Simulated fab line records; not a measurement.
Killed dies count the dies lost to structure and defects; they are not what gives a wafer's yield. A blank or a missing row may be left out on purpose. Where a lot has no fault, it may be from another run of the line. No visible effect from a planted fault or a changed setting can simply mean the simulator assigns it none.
The tool behind it: which one?    flow nandHarc    72 wafers from 24 lots sampled at 6 of the route's 1159 steps

WHAT THE GAUGES READ, wafer by wafer
The record lacks any reading of a measuring or inspecting step that a usual standard deviation could be used to judge.

EACH LOT AND THE TOOL THAT RAN IT (in order: tool; ch and the chambers of the sampled wafers; start)
lot   NHARC_A_CONTACT_ETCH_50                       NHARC_A_CONTACT_ETCH_115            NHARC_A_CONTACT_ETCH_121            NHARC_A_CONTACT_DESCUM_74          NHARC_A_CONTACT_ETCH_124            NHARC_A_BLC_ETCH_17
L074  rieDiel-13 ch 2,3, day 17 03:31 or earlier    harCapEtch-01 ch 0,1, day 17 03:31  harCapEtch-01 ch 0,1, day 17 04:14  rieDiel-13 ch 0,3, day 17 11:25    harCapEtch-01 ch 0,1, day 17 12:40  rieDiel-12 ch 0,1,3, no start
L075  rieDiel-13 ch 2,3, day 17 10:38 or earlier    harCapEtch-02 ch 0,1, day 17 10:38  harCapEtch-02 ch 0,1, day 17 11:11  rieDiel-13 ch 0,1,3, day 17 17:08  harCapEtch-03 ch 0, day 17 18:29    rieDiel-02 ch 2,3, no start
L076  rieDiel-08 ch 0,1,2, day 17 11:40 or earlier  harCapEtch-03 ch 0,1, day 17 11:40  harCapEtch-03 ch 0,1, day 17 12:13  rieDiel-11 ch 0,2,3, day 17 18:28  harCapEtch-02 ch 0,1, day 17 19:39  rieDiel-02 ch 1,2, no start
L078  rieDiel-11 ch 1,2,3, day 18 04:23 or earlier  harCapEtch-03 ch 0,1, day 18 04:23  harCapEtch-03 ch 0,1, day 18 05:05  rieDiel-08 ch 0,1, day 18 11:26    harCapEtch-01 ch 0,1, day 18 12:38  rieDiel-04 ch 0,1, no start
L077  rieDiel-13 ch 0,1,3, day 18 13:30 or earlier  harCapEtch-02 ch 0,1, day 18 13:30  harCapEtch-02 ch 0,1, day 18 14:03  rieDiel-13 ch 1,2, day 18 20:05    harCapEtch-02 ch 0,1, day 18 21:27  rieDiel-02 ch 1,3, no start
L079  rieDiel-11 ch 1,2,3, day 18 20:11 or earlier  harCapEtch-03 ch 0,1, day 18 20:11  harCapEtch-03 ch 0,1, day 18 20:44  rieDiel-13 ch 0,2, day 19 01:37    harCapEtch-01 ch 0,1, day 19 02:56  rieDiel-04 ch 1,2,3, no start
L080  rieDiel-13 ch 0,1, day 18 22:35 or earlier    harCapEtch-01 ch 0,1, day 18 22:35  harCapEtch-01 ch 0,1, day 18 23:18  rieDiel-13 ch 0,1,2, day 19 04:42  harCapEtch-01 ch 1, day 19 05:49    rieDiel-02 ch 0,1, no start
L081  rieDiel-13 ch 0,2,3, day 19 02:14 or earlier  harCapEtch-02 ch 0,1, day 19 02:14  harCapEtch-02 ch 0,1, day 19 02:58  rieDiel-13 ch 0,1,3, day 19 07:53  harCapEtch-03 ch 0,1, day 19 09:01  rieDiel-02 ch 1,2,3, no start
L083  rieDiel-08 ch 1,2,3, day 19 05:05 or earlier  harCapEtch-03 ch 0,1, day 19 05:05  harCapEtch-03 ch 0,1, day 19 05:37  rieDiel-13 ch 0,1,3, day 19 12:14  harCapEtch-01 ch 0,1, day 19 13:25  rieDiel-12 ch 0,2,3, no start
L082  rieDiel-13 ch 0,3, day 19 05:31 or earlier    harCapEtch-02 ch 0, day 19 05:31    harCapEtch-02 ch 0, day 19 06:15    rieDiel-11 ch 1,2,3, day 19 13:10  harCapEtch-02 ch 0,1, day 19 14:19  rieDiel-02 ch 0,1,2, no start
L084  rieDiel-13 ch 0,2,3, day 20 12:02 or earlier  harCapEtch-01 ch 0,1, day 20 12:02  harCapEtch-01 ch 0,1, day 20 12:46  rieDiel-13 ch 0,1,3, day 20 17:32  harCapEtch-01 ch 0,1, day 20 18:41  rieDiel-04 ch 0,2,3, no start
L085  rieDiel-13 ch 0,1,3, day 20 17:17 or earlier  harCapEtch-03 ch 0,1, day 20 17:17  harCapEtch-03 ch 0,1, day 20 17:50  rieDiel-11 ch 1,2,3, day 21 00:22  harCapEtch-02 ch 0,1, day 21 01:46  rieDiel-04 ch 0,1,2, no start
L088  rieDiel-08 ch 2,3, day 20 17:47 or earlier    harCapEtch-02 ch 0,1, day 20 17:47  harCapEtch-02 ch 0,1, day 20 18:19  rieDiel-13 ch 1,3, day 21 01:58    harCapEtch-01 ch 0,1, day 21 03:07  rieDiel-12 ch 0,1, no start
L091  rieDiel-13 ch 0,1,3, day 20 22:34 or earlier  harCapEtch-03 ch 0,1, day 20 22:34  harCapEtch-03 ch 0,1, day 20 23:17  rieDiel-08 ch 0,1,3, day 21 09:13  harCapEtch-02 ch 0,1, day 21 10:20  rieDiel-04 ch 0,2,3, no start
L087  rieDiel-13 ch 1,2,3, day 21 11:40 or earlier  harCapEtch-01 ch 0,1, day 21 11:40  harCapEtch-01 ch 0,1, day 21 12:13  rieDiel-11 ch 2,3, day 21 17:02    harCapEtch-02 ch 0,1, day 21 18:12  rieDiel-04 ch 0,3, no start
L089  rieDiel-11 ch 0,2,3, day 21 17:24 or earlier  harCapEtch-01 ch 0,1, day 21 17:24  harCapEtch-01 ch 0,1, day 21 17:56  rieDiel-13 ch 0,1,3, day 22 00:50  harCapEtch-01 ch 0,1, day 22 01:58  rieDiel-02 ch 0,2,3, no start
L092  rieDiel-08 ch 0,2,3, day 21 22:28 or earlier  harCapEtch-03 ch 0,1, day 21 22:28  harCapEtch-03 ch 0,1, day 21 23:01  rieDiel-13 ch 0,3, day 22 06:07    harCapEtch-03 ch 0,1, day 22 07:43  rieDiel-02 ch 1,2, no start
L090  rieDiel-11 ch 2,3, day 22 03:13 or earlier    harCapEtch-02 ch 0,1, day 22 03:13  harCapEtch-02 ch 0,1, day 22 03:57  rieDiel-13 ch 0,3, day 22 10:55    harCapEtch-01 ch 0,1, day 22 12:02  rieDiel-02 ch 0,1,3, no start
L095  rieDiel-11 ch 1,2,3, day 22 06:13 or earlier  harCapEtch-01 ch 0,1, day 22 06:13  harCapEtch-01 ch 0,1, day 22 06:46  rieDiel-08 ch 0,1,2, day 22 11:22  harCapEtch-02 ch 0,1, day 22 12:32  rieDiel-12 ch 1,2, no start
L094  rieDiel-08 ch 1,2,3, day 22 08:29 or earlier  harCapEtch-02 ch 0,1, day 22 08:29  harCapEtch-02 ch 0,1, day 22 09:02  rieDiel-11 ch 0,1,2, day 22 13:52  harCapEtch-01 ch 0,1, day 22 14:59  rieDiel-04 ch 0,1,3, no start
L093  rieDiel-11 ch 0,2,3, day 22 08:37 or earlier  harCapEtch-01 ch 0,1, day 22 08:37  harCapEtch-01 ch 0,1, day 22 09:10  rieDiel-13 ch 0,3, day 22 14:04    harCapEtch-02 ch 0,1, day 22 15:19  rieDiel-04 ch 0,1, no start
L086  rieDiel-13 ch 1,2,3, day 22 11:01 or earlier  harCapEtch-03 ch 0,1, day 22 11:01  harCapEtch-03 ch 0,1, day 22 11:33  rieDiel-13 ch 1,2,3, day 22 16:12  harCapEtch-03 ch 0,1, day 22 17:19  rieDiel-04 ch 1,2, no start
L096  rieDiel-13 ch 0,2,3, day 22 20:39 or earlier  harCapEtch-01 ch 0,1, day 22 20:39  harCapEtch-01 ch 0,1, day 22 21:12  rieDiel-13 ch 0,1,2, day 23 03:44  harCapEtch-02 ch 0,1, day 23 04:51  rieDiel-02 ch 0,2,3, no start
L097  rieDiel-13 ch 0,2,3, day 22 22:57 or earlier  harCapEtch-02 ch 0,1, day 22 22:57  harCapEtch-02 ch 0,1, day 22 23:41  rieDiel-13 ch 0,2, day 23 05:37    harCapEtch-03 ch 0,1, day 23 06:44  rieDiel-02 ch 0,1,3, no start
- NHARC_A_CONTACT_ETCH_50: etches the open film in CF4/CHF3, target depth 84.7 nm, time 42.4 s.
- NHARC_A_CONTACT_ETCH_115: etches the open film in C4F8/O2/Ar, time 94 s, target depth 922 nm.
- NHARC_A_CONTACT_ETCH_121: etches the open film in C4F8/O2/Ar, time 94 s, target depth 922 nm.
- NHARC_A_CONTACT_DESCUM_74: chemistry O2, time 3 s.
- NHARC_A_CONTACT_ETCH_124: etches the open film in C4F8/O2/Ar, time 140 s, target depth 700 nm.
- NHARC_A_BLC_ETCH_17: etches the open film in N2/H2, target depth 390 nm, time 609.38 s.

WHAT THE TOOLS THEMSELVES READ (means of the sampled wafers that have a number; where no wafer has one, the mark that the record gives instead)
NHARC_A_CONTACT_ETCH_50. Usual: cf4FlowSccm 99.9 sccm, standard deviation 0.31; drypumpMotorCurrentA 5.6 A, standard deviation 0.51; oesProductAu 0.950 a.u., standard deviation 0.023; rfVppV 370.1 V, standard deviation 2.6; showerheadPlenumPTorr 1.56 Torr, standard deviation 0.076; throttleValvePct 16.802 %, standard deviation 0.009.
lot   tool        cf4FlowSccm (sccm)  drypumpMotorCurrentA (A)  oesProductAu (a.u.)  rfVppV (V)  showerheadPlenumPTorr (Torr)  throttleValvePct (%)  flag
L074  rieDiel-13  100.2               6.0                       0.973                367.2       1.52                          16.804                
L075  rieDiel-13  100.0               6.0                       0.943                368.6       1.52                          16.814                
L076  rieDiel-08  99.9                5.3                       0.937                373.2       1.65                          16.803                
L078  rieDiel-11  99.9                5.7                       0.947                368.1       1.52                          16.808                
L077  rieDiel-13  100.0               5.6                       0.941                370.1       1.57                          16.801                
L079  rieDiel-11  100.0               5.7                       0.931                368.6       1.52                          16.801                
L080  rieDiel-13  100.3               5.7                       0.960                369.8       1.56                          16.799                
L081  rieDiel-13  99.9                5.6                       0.936                368.5       1.53                          16.810                
L083  rieDiel-08  100.1               5.1                       0.925                370.7       1.59                          16.807                
L082  rieDiel-13  99.9                5.4                       0.964                371.3       1.58                          16.799                
L084  rieDiel-13  99.7                5.6                       0.971                371.2       1.61                          16.809                
L085  rieDiel-13  100.0               5.6                       0.971                370.9       1.57                          16.795                
L088  rieDiel-08  99.9                4.9                       0.921                371.5       1.59                          16.803                
L091  rieDiel-13  99.9                5.6                       0.971                370.6       1.57                          16.802                
L087  rieDiel-13  100.0               5.9                       0.974                372.0       1.64                          16.802                
L089  rieDiel-11  99.5                5.6                       0.923                368.0       1.49                          16.796                
L092  rieDiel-08  99.9                5.2                       0.971                371.1       1.60                          16.798                
L090  rieDiel-11  100.1               5.2                       0.917                368.2       1.50                          16.806                
L095  rieDiel-11  100.1               5.7                       0.919                368.4       1.51                          16.798                
L094  rieDiel-08  100.0               5.1                       0.949                371.3       1.58                          16.812                
L093  rieDiel-11  99.8                5.6                       0.928                368.4       1.49                          16.804                
L086  rieDiel-13  100.0               5.9                       0.970                372.6       1.64                          16.798                
L096  rieDiel-13  99.8                5.6                       0.971                370.7       1.61                          16.796                
L097  rieDiel-13  100.2               5.6                       0.970                371.3       1.61                          16.797                

NHARC_A_CONTACT_DESCUM_74. Usual: drypumpMotorCurrentA 5.7 A, standard deviation 0.48; oesProductAu 1.001 a.u., standard deviation 0.011; rfVppV 57.8 V, standard deviation 0.98; showerheadPlenumPTorr 1.91 Torr, standard deviation 0.1; throttleValvePct 11.311 %, standard deviation 0.009.
lot   tool        drypumpMotorCurrentA (A)  oesProductAu (a.u.)  rfVppV (V)  showerheadPlenumPTorr (Torr)  throttleValvePct (%)  flag
L074  rieDiel-13  5.4                       0.993                58.3        1.93                          11.309                
L075  rieDiel-13  5.6                       0.994                58.3        1.91                          11.318                
L076  rieDiel-11  5.6                       1.000                56.6        1.82                          11.310                
L078  rieDiel-08  5.5                       1.007                57.6        1.99                          11.314                
L077  rieDiel-13  6.1                       0.997                57.5        1.87                          11.314                
L079  rieDiel-13  5.5                       0.997                56.9        1.79                          11.309                
L080  rieDiel-13  5.8                       1.006                57.7        1.83                          11.313                
L081  rieDiel-13  5.6                       0.982                58.3        1.91                          11.314                
L083  rieDiel-13  5.6                       0.997                57.7        1.91                          11.328                
L082  rieDiel-11  5.7                       0.990                57.3        1.84                          11.306                
L084  rieDiel-13  5.6                       1.011                57.4        1.91                          11.310                
L085  rieDiel-11  5.7                       0.992                56.9        1.84                          11.315                
L088  rieDiel-13  5.9                       1.002                57.4        1.95                          11.306                
L091  rieDiel-08  5.4                       0.999                59.2        1.94                          11.308                
L087  rieDiel-11  5.6                       0.987                57.4        1.84                          11.325                
L089  rieDiel-13  5.6                       1.002                57.9        1.91                          11.313                
L092  rieDiel-13  5.4                       1.004                57.8        1.92                          11.309                
L090  rieDiel-13  5.3                       1.003                57.4        1.87                          11.307                
L095  rieDiel-08  5.3                       0.998                57.7        2.00                          11.306                
L094  rieDiel-11  6.1                       0.994                56.9        1.83                          11.311                
L093  rieDiel-13  5.4                       0.997                57.1        1.92                          11.307                
L086  rieDiel-13  5.9                       1.008                57.4        1.99                          11.308                
L096  rieDiel-13  5.8                       1.006                58.2        1.94                          11.310                
L097  rieDiel-13  5.8                       1.013                58.0        1.98                          11.309                

NHARC_A_BLC_ETCH_17. Usual: drypumpMotorCurrentA 5.8 A, standard deviation 0.38; h2FlowSccm 150.0 sccm, standard deviation 0.44; oesProductAu 1.005 a.u., standard deviation 0.011; rfVppV 431 V, standard deviation 3.2; showerheadPlenumPTorr 2.04 Torr, standard deviation 0.11; throttleValvePct 14.171 %, standard deviation 0.0091.
lot   tool        drypumpMotorCurrentA (A)  h2FlowSccm (sccm)  oesProductAu (a.u.)  rfVppV (V)  showerheadPlenumPTorr (Torr)  throttleValvePct (%)  flag
L074  rieDiel-12  6.1                       149.6              0.991                431         2.07                          14.169                
L075  rieDiel-02  5.9                       150.1              1.004                428         1.93                          14.160                
L076  rieDiel-02  5.6                       150.2              1.002                429         1.97                          14.173                
L078  rieDiel-04  5.4                       150.0              1.012                435         2.17                          14.176                
L077  rieDiel-02  6.2                       150.3              1.001                426         1.90                          14.176                
L079  rieDiel-04  5.7                       149.7              1.004                432         2.12                          14.174                
L080  rieDiel-02  5.9                       150.4              1.003                428         1.96                          14.168                
L081  rieDiel-02  5.9                       150.0              1.007                428         1.93                          14.174                
L083  rieDiel-12  5.9                       149.9              1.011                429         1.98                          14.178                
L082  rieDiel-02  5.7                       149.9              1.003                429         1.99                          14.170                
L084  rieDiel-04  5.9                       149.7              1.023                432         2.13                          14.177                
L085  rieDiel-04  5.6                       149.9              1.010                435         2.18                          14.171                
L088  rieDiel-12  6.1                       150.1              0.996                431         2.06                          14.174                
L091  rieDiel-04  5.9                       150.1              1.005                432         2.12                          14.177                
L087  rieDiel-04  5.9                       150.4              1.017                432         2.12                          14.172                
L089  rieDiel-02  5.7                       150.0              0.994                429         1.98                          14.182                
L092  rieDiel-02  5.6                       150.2              0.991                428         1.97                          14.172                
L090  rieDiel-02  5.9                       150.1              1.004                428         1.95                          14.172                
L095  rieDiel-12  5.5                       149.9              1.019                428         1.95                          14.164                
L094  rieDiel-04  5.7                       150.1              1.014                432         2.11                          14.171                
L093  rieDiel-04  5.4                       149.6              1.009                433         2.17                          14.165                
L086  rieDiel-04  5.6                       149.5              0.999                434         2.18                          14.168                
L096  rieDiel-02  5.7                       149.9              1.003                428         1.98                          14.168                
L097  rieDiel-02  5.9                       150.1              1.001                428         1.95                          14.171                

THE ANSWER, worked out from the rows above alone
Rule: a lot is off if the mean of its wafers that have a number lies more than 3 standard deviations from the usual mean. Also off: a lot with no number at a reading for which 4 or more lots have one. All remaining lots with rows at the step are treated as sound. After the gauges, taken in route order, come the tools' own readings; for these a lot's mean is taken, as printed above. The first step at which some lot is off is used, and at that step the reading that is off furthest; a lot without a number counts as furthest.
No lot is off on any of the readings shown, so nothing can be concluded from this.

WHAT THE SIMULATOR HAD INSERTED
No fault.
